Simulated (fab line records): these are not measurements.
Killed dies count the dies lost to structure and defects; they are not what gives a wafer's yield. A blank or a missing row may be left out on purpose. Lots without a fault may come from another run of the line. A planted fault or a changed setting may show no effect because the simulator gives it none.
Which tool was responsible? + flow n5_finfet + Sampling: 11 lots, 27 wafers, 5 of 1938 route steps

WHAT THE GAUGES SHOWED, per wafer
N5_BEOL_M4_RC_MEAS_101. Usual: DIBL_N 37.5 mV/V, standard deviation 2; DIBL_P 37.5 mV/V, standard deviation 2.5; IOFF_N 0.18 nA/um, standard deviation 0.042; IOFF_P 0.24 nA/um, standard deviation 0.046; ION_N 677 uA/um, standard deviation 15; ION_P 464 uA/um, standard deviation 9.5; SS_N 72.0 mV/dec, standard deviation 0.76; SS_P 73.6 mV/dec, standard deviation 0.79; VT_N 249 mV, standard deviation 3.5; VT_P -249 mV, standard deviation 3.2.
| lot  | measured     | on        | DIBL_N (mV/V)  | DIBL_P (mV/V)  | IOFF_N (nA/um) | IOFF_P (nA/um) | ION_N (uA/um) | ION_P (uA/um) | SS_N (mV/dec)  | SS_P (mV/dec)  | VT_N (mV)   | VT_P (mV)      | flag |
|------|--------------|-----------|----------------|----------------|----------------|----------------|---------------|---------------|----------------|----------------|-------------|----------------|------|
| L623 | day 8 05:43  | prober-01 | 34.7 38.8      | 34.3 37.2      | 0.14 0.21      | 0.18 0.21      | 698 670       | 476 459       | 71.2 73.5      | 72.8 73.6      | 254 247     | -251 -253      |      |
| L624 | day 8 13:19  | prober-01 | 36.9 37.5      | 37.5 39.2      | 0.16 0.18      | 0.20 0.23      | 657 670       | 451 455       | 72.8 72.1      | 73.8 74.4      | 251 249     | -256 -250      |      |
| L626 | day 9 03:02  | prober-01 | 34.2 36.0 36.8 | 34.4 37.9 38.0 | 0.15 0.18 0.20 | 0.18 0.24 0.23 | 682 670 687   | 471 457 464   | 72.3 72.0 72.0 | 73.2 73.3 74.3 | 253 247 247 | -254 -249 -251 |      |
| L629 | day 10 00:06 | prober-02 | 34.7 42.7      | 33.6 45.1      | 0.12 0.30      | 0.16 0.38      | 657 694       | 454 473       | 70.5 73.4      | 71.5 75.7      | 257 243     | -252 -241      |      |
| L631 | day 10 09:12 | prober-01 | 33.9 38.4      | 33.9 39.7      | 0.13 0.24      | 0.18 0.28      | 653 680       | 454 467       | 71.4 72.7      | 73.0 75.1      | 253 249     | -251 -246      |      |
| L632 | day 10 12:13 | prober-01 | 37.1 37.0 36.0 | 40.3 38.0 37.7 | 0.19 0.19 0.15 | 0.27 0.20 0.20 | 658 665 654   | 446 449 446   | 71.9 73.0 72.2 | 74.3 72.5 72.6 | 250 248 254 | -252 -252 -255 |      |
| L633 | day 11 04:28 | prober-01 | 37.6 36.7      | 36.7 34.8      | 0.15 0.16      | 0.21 0.19      | 672 681       | 463 464       | 70.9 71.4      | 73.2 73.0      | 251 250     | -249 -248      |      |
| L635 | day 11 05:20 | prober-02 | 39.6 34.4      | 38.8 33.9      | 0.26 0.14      | 0.28 0.20      | 677 685       | 460 464       | 73.7 71.8      | 73.7 72.4      | 247 250     | -246 -251      |      |
| L639 | day 12 09:40 | prober-01 | 40.8 38.5 39.0 | 40.6 36.9 38.1 | 0.23 0.18 0.19 | 0.29 0.24 0.25 | 690 655 664   | 470 457 460   | 72.2 71.7 71.6 | 74.2 73.8 73.0 | 244 249 249 | -247 -247 -247 |      |
| L641 | day 13 02:38 | prober-01 | 34.4 42.0 38.8 | 32.8 42.2 37.2 | 0.13 0.33 0.20 | 0.20 0.38 0.25 | 667 704 686   | 465 485 470   | 71.4 73.0 72.1 | 72.4 74.2 74.1 | 251 238 248 | -249 -242 -247 |      |
| L644 | day 13 19:04 | prober-02 | 37.1 35.2 38.5 | 36.8 35.5 38.6 | 0.19 0.13 0.20 | 0.20 0.18 0.23 | 668 659 673   | 454 452 457   | 72.8 71.5 72.3 | 73.0 73.1 74.2 | 248 251 248 | -253 -253 -249 |      |

TOOL THAT RAN EACH LOT (tool first, then ch and the chambers of the sampled wafers, then the start)
| lot  | N5_MOL_CONTACT_COAG_STRIP_72      | N5_BEOL_M0_SAQP_PECVD_00       | N5_BEOL_M0_SAQP_ILD_DEP_01     | N5_BEOL_M0_SAQP_COAT_08           |
|------|-----------------------------------|--------------------------------|--------------------------------|-----------------------------------|
| L623 | rie_diel-04 ch 1,3, day 5 19:21   | pecvd-02 ch 1,2, day 5 23:43   | pecvd-02 ch 1,2, day 5 23:44   | litho_track-03 ch 0, day 6 00:32  |
| L624 | rie_diel-05 ch 0,3, day 6 02:37   | pecvd-03 ch 1,2, day 6 07:01   | pecvd-03 ch 1,2, day 6 07:02   | litho_track-04 ch 0, day 6 07:50  |
| L626 | rie_diel-04 ch 1,2,3, day 6 08:18 | pecvd-03 ch 0,1,2, day 6 13:01 | pecvd-03 ch 0,1,2, day 6 13:02 | litho_track-05 ch 0, day 6 14:06  |
| L629 | rie_diel-05 ch 0,1, day 7 06:00   | pecvd-03 ch 1,2, day 7 10:22   | pecvd-03 ch 1,2, day 7 10:23   | litho_track-05 ch 0, day 7 12:16  |
| L631 | rie_diel-04 ch 0,1, day 7 18:13   | pecvd-02 ch 0,1, day 7 22:55   | pecvd-02 ch 0,1, day 7 22:56   | litho_track-03 ch 0, day 8 01:41  |
| L632 | rie_diel-06 ch 2,3, day 7 22:02   | pecvd-04 ch 1,2, day 8 02:23   | pecvd-04 ch 1,2, day 8 02:25   | litho_track-05 ch 0, day 8 06:39  |
| L633 | rie_diel-05 ch 0,3, day 8 08:25   | pecvd-04 ch 0,2, day 8 13:07   | pecvd-04 ch 0,2, day 8 13:08   | litho_track-03 ch 0, day 8 15:17  |
| L635 | rie_diel-04 ch 0,1, day 8 16:43   | pecvd-04 ch 0,1, day 8 21:04   | pecvd-04 ch 0,1, day 8 21:06   | litho_track-03 ch 0, day 8 22:00  |
| L639 | rie_diel-04 ch 1,2,3, day 9 16:12 | pecvd-02 ch 0,1,2, day 9 20:53 | pecvd-02 ch 0,1,2, day 9 20:55 | litho_track-03 ch 0, day 9 23:24  |
| L641 | rie_diel-05 ch 0,3, day 10 06:05  | pecvd-03 ch 1,2, day 10 10:31  | pecvd-03 ch 1,2, day 10 10:33  | litho_track-05 ch 0, day 10 11:58 |
| L644 | rie_diel-04 ch 2,3, day 10 23:23  | pecvd-04 ch 1,2, day 11 03:47  | pecvd-04 ch 1,2, day 11 03:49  | litho_track-05 ch 0, day 11 04:19 |
- N5_MOL_CONTACT_COAG_STRIP_72: strips in N2/H2.
- N5_BEOL_M0_SAQP_PECVD_00: deposits SiCN from 3MS/NH3, target thk 8 nm, time 14 s.
- N5_BEOL_M0_SAQP_ILD_DEP_01: deposits SiOC from DEMS/O2, target thk 45.419 nm, time 8.7 s.
- N5_BEOL_M0_SAQP_COAT_08: resist thk 90 nm.

AS READ BY THE TOOLS THEMSELVES (means over the sampled wafers that have a number; for cases with no such wafer, the mark the record gives instead)
N5_MOL_CONTACT_COAG_STRIP_72. Usual: value, then standard deviation, for each; drypump_motor_current_A 5.6 A / 0.48; n2_flow_sccm 200.0 sccm / 0.68; oes_product_au 0.78 a.u. / 0.1; power_w 449.9 W / 1.4; rf_vpp_V 59.1 V / 1.9; showerhead_plenum_p_Torr 2.58 Torr / 0.078; throttle_valve_pct 23.7 % / 0.32.
| lot  | tool        | drypump_motor_current_A (A) | n2_flow_sccm (sccm) | oes_product_au (a.u.) | power_w (W) | rf_vpp_V (V) | showerhead_plenum_p_Torr (Torr) | throttle_valve_pct (%) | flag |
|------|-------------|-----------------------------|---------------------|-----------------------|-------------|--------------|---------------------------------|------------------------|------|
| L623 | rie_diel-04 | 5.2                         | 200.0               | 0.69                  | 452.5       | 60.7         | 2.54                            | 23.6                   |      |
| L624 | rie_diel-05 | 5.8                         | 199.6               | 0.72                  | 447.4       | 60.2         | 2.53                            | 23.7                   |      |
| L626 | rie_diel-04 | 5.1                         | 200.1               | 0.69                  | 449.7       | 60.0         | 2.57                            | 23.8                   |      |
| L629 | rie_diel-05 | 5.7                         | 200.1               | 0.73                  | 450.6       | 57.5         | 2.62                            | 23.6                   |      |
| L631 | rie_diel-04 | 5.5                         | 200.8               | 0.80                  | 450.6       | 62.0         | 2.55                            | 23.8                   |      |
| L632 | rie_diel-06 | 5.9                         | 199.5               | 0.74                  | 449.8       | 60.7         | 2.58                            | 23.8                   |      |
| L633 | rie_diel-05 | 5.8                         | 199.8               | 0.83                  | 449.6       | 60.3         | 2.68                            | 23.6                   |      |
| L635 | rie_diel-04 | 5.5                         | 200.2               | 0.81                  | 449.8       | 57.9         | 2.55                            | 23.8                   |      |
| L639 | rie_diel-04 | 5.1                         | 200.3               | 0.76                  | 448.3       | 60.2         | 2.55                            | 23.8                   |      |
| L641 | rie_diel-05 | 5.8                         | 199.6               | 0.82                  | 449.5       | 59.9         | 2.69                            | 23.7                   |      |
| L644 | rie_diel-04 | 5.0                         | 199.3               | 0.97                  | 450.5       | 57.6         | 2.55                            | 23.6                   |      |

N5_BEOL_M0_SAQP_PECVD_00. Usual: chamber_pressure_Torr 3.000 Torr, standard deviation 0.0065; showerhead_plenum_p_Torr 3.668 Torr, standard deviation 0.014; throttle_valve_pct 9.0 %, standard deviation 0.55.
| lot  | tool     | chamber_pressure_Torr (Torr) | showerhead_plenum_p_Torr (Torr) | throttle_valve_pct (%) | flag |
|------|----------|------------------------------|---------------------------------|------------------------|------|
| L623 | pecvd-02 | 2.997                        | 3.678                           | 8.9                    |      |
| L624 | pecvd-03 | 3.005                        | 3.662                           | 8.8                    |      |
| L626 | pecvd-03 | 3.002                        | 3.655                           | 8.9                    |      |
| L629 | pecvd-03 | 3.000                        | 3.653                           | 9.0                    |      |
| L631 | pecvd-02 | 3.010                        | 3.675                           | 9.4                    |      |
| L632 | pecvd-04 | 3.004                        | 3.672                           | 8.4                    |      |
| L633 | pecvd-04 | 2.999                        | 3.669                           | 8.3                    |      |
| L635 | pecvd-04 | 3.002                        | 3.691                           | 9.1                    |      |
| L639 | pecvd-02 | 2.994                        | 3.667                           | 9.3                    |      |
| L641 | pecvd-03 | 2.999                        | 3.652                           | 8.9                    |      |
| L644 | pecvd-04 | 3.003                        | 3.681                           | 9.1                    |      |

N5_BEOL_M0_SAQP_ILD_DEP_01. Usual: chamber_pressure_Torr 5.000 Torr, standard deviation 0.011; heater_power_w 486 W, standard deviation 54; showerhead_plenum_p_Torr 5.697 Torr, standard deviation 0.016; throttle_valve_pct 11.8 %, standard deviation 0.68.
| lot  | tool     | chamber_pressure_Torr (Torr) | heater_power_w (W) | showerhead_plenum_p_Torr (Torr) | throttle_valve_pct (%) | flag |
|------|----------|------------------------------|--------------------|---------------------------------|------------------------|------|
| L623 | pecvd-02 | 4.993                        | 464                | 5.701                           | 11.8                   |      |
| L624 | pecvd-03 | 4.993                        | 520                | 5.680                           | 11.4                   |      |
| L626 | pecvd-03 | 5.000                        | 498                | 5.688                           | 11.7                   |      |
| L629 | pecvd-03 | 4.995                        | 508                | 5.681                           | 11.6                   |      |
| L631 | pecvd-02 | 4.984                        | 450                | 5.700                           | 12.6                   |      |
| L632 | pecvd-04 | 5.005                        | 554                | 5.705                           | 11.2                   |      |
| L633 | pecvd-04 | 5.006                        | 532                | 5.702                           | 10.8                   |      |
| L635 | pecvd-04 | 5.011                        | 517                | 5.715                           | 11.8                   |      |
| L639 | pecvd-02 | 4.995                        | 473                | 5.702                           | 12.2                   |      |
| L641 | pecvd-03 | 5.002                        | 499                | 5.681                           | 11.5                   |      |
| L644 | pecvd-04 | 5.001                        | 538                | 5.705                           | 11.6                   |      |

N5_BEOL_M0_SAQP_COAT_08. Usual: spin_speed_rpm 1499.7 rpm, standard deviation 0.8.
| lot  | tool           | spin_speed_rpm (rpm) | flag |
|------|----------------|----------------------|------|
| L623 | litho_track-03 | 1499.4               |      |
| L624 | litho_track-04 | 1500.6               |      |
| L626 | litho_track-05 | 1499.8               |      |
| L629 | litho_track-05 | 1500.6               |      |
| L631 | litho_track-03 | 1498.7               |      |
| L632 | litho_track-05 | 1499.2               |      |
| L633 | litho_track-03 | 1500.8               |      |
| L635 | litho_track-03 | 1500.5               |      |
| L639 | litho_track-03 | 1500.2               |      |
| L641 | litho_track-05 | 1616.2               | OFF  |
| L644 | litho_track-05 | 1617.2               | OFF  |

THE ANSWER, worked out from the rows above alone
Rule: lot off if the mean of its wafers having a number is beyond 3 standard deviations from the usual mean. A lot without any number at a reading at which 4 lots or more have one is off too. All remaining lots with rows at the step are treated as sound. After the gauges, taken in route order, come the tools' own readings; for these a lot's mean is taken, as printed above. The first step at which some lot is off is used, and at that step the reading that is off furthest; a lot without a number counts as furthest.
Off, at N5_BEOL_M0_SAQP_COAT_08 on spin_speed_rpm: L641, L644.
If a tool, at that step or one of the process steps before it, ran each lot that is off and ran no sound lot following the first of them, it fits. One candidate fits, namely litho_track-05 at N5_BEOL_M0_SAQP_COAT_08. Its last sound lot is L632 (day 8 06:39), its first lot that is off L641 (day 10 11:58): a fault that began between those two fits.
The tool's own readings at N5_BEOL_M0_SAQP_COAT_08 bear it out: on the lots that are off they differ by more than 5 times the standard deviation of the sound lots' means. spin_speed_rpm reads 1616.7 rpm there against 1500.0 rpm on the sound lots.

WHAT HAD BEEN PUT IN BY THE SIMULATOR
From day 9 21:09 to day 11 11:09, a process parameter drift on litho_track-05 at N5_BEOL_M0_SAQP_COAT_08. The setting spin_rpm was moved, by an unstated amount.
Lots struck among those shown: L641, L644. The rule above reached the same finding.
